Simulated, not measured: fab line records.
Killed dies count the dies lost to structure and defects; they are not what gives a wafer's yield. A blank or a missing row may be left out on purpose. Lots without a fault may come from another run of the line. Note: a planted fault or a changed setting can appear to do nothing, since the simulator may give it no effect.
Which tool did it?	flow nand_harc	route of 1302 steps, sampled at 1 step: 6 lots, 18 wafers

WHAT THE GAUGES SHOWED, per wafer
NHARC_A_M1_THK_MEAS_24: measures by xrf.
lot	measured	on	thk_nm (nm)
L830	day 24 00:41	film_metro-01	152.7 151.6 153.3
L834	day 25 22:29	film_metro-01	156.2 154.4 153.9
L836	day 27 00:06	film_metro-01	155.4 156.6 155.1
L842	day 28 21:48	film_metro-01	156.0 156.2 155.7
L844	day 30 11:23	film_metro-01	152.3 153.2 155.1
L847	day 31 07:02	film_metro-02	154.9 157.4 153.1

WHICH TOOL RAN EACH LOT (tool, then ch and the chambers of the sampled wafers, then the start)
There is no process step in the record ahead of these readings.

THE ANSWER, worked out from the rows above alone
Rule: what is usual is taken from the lots themselves. Put in order of their means at a reading, lots are off if they are a third of the lots or fewer, leave a main group of 4 or more, and stand apart from it by a gap of 3 or more times the standard deviation of the main group's means; of several such gaps the widest counts. If all means in a main group match to the digits the tables above print for the reading, that group is not used. A lot without any number at a reading at which 4 lots or more have one is off too. Any other lot the step has rows for is counted as sound.
No lot is off at any reading shown: from this, nothing can be told.

WHAT THE SIMULATOR PUT IN
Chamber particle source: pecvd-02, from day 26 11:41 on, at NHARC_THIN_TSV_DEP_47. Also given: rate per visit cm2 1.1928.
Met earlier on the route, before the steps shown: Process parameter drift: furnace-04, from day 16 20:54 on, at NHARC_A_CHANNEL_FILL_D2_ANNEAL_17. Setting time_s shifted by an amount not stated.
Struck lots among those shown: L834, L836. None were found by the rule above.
